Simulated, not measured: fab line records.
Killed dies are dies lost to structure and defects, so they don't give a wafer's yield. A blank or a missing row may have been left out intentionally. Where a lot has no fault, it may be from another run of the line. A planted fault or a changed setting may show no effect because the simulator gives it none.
Chamber matching    flow nandHarc    NHARC_P_M1_DEP_33 on pecvd-02 has 3 sister chambers
The step deposits SiCN, target thk 30 nm. 20 wafers are shown with their chamber, then 10 later ones without.

## WAFERS WITH THEIR CHAMBER
wafer   chamber  heaterPowerW (W)
L074.1  1        468
L074.2  2        482
L074.6  2        488
L076.1  0        567
L076.2  2        523
L076.5  2        538
L075.4  2        577
L075.5  0        569
L075.6  1        559
L078.2  1        522
L078.3  2        484
L078.4  0        568
L083.1  0        556
L083.4  0        549
L083.6  1        506
L088.4  2        582
L088.5  1        518
L088.6  0        572
L093.3  1        544
L093.5  1        536

SIGNATURES (averages over the wafers above)
reading       chamber 0  chamber 1  chamber 2  scatter within a chamber
heaterPowerW  563.50     521.86     524.86     31.3
Rule: a wafer lies at a distance from a chamber equal to the root of the sum of squares, over the readings, of (its reading less the chamber's mean, divided by the reading's scatter). The wafer belongs to the nearest chamber; if the next one is less than 2 further off, it can't be placed. The scatter is the square root of a quotient: the sum, over the shown wafers, of each reading's squared deviation from its chamber's mean, divided by wafers minus chambers.

## WAFERS WITHOUT THEIR CHAMBER
wafer   heaterPowerW (W)
L093.6  593
L095.3  569
L095.5  589
L095.6  606
L096.1  558
L096.2  587
L096.4  576
L097.1  542
L097.2  576
L097.4  536

## WHICH CHAMBER EACH WENT THROUGH
wafer   from the rows above           in truth
L093.6  can't be placed: 0 or 2 or 1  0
L095.3  can't be placed: 0 or 2 or 1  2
L095.5  can't be placed: 0 or 2 or 1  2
L095.6  can't be placed: 0 or 2 or 1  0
L096.1  can't be placed: 0 or 2 or 1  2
L096.2  can't be placed: 0 or 2 or 1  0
L096.4  can't be placed: 0 or 2 or 1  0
L097.1  can't be placed: 2 or 1 or 0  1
L097.2  can't be placed: 0 or 2 or 1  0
L097.4  can't be placed: 2 or 1 or 0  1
Placed correctly: 0 of 10. Unplaceable from these rows: 10, with the true chamber sitting among the candidates in 10. Number placed wrongly: 0.
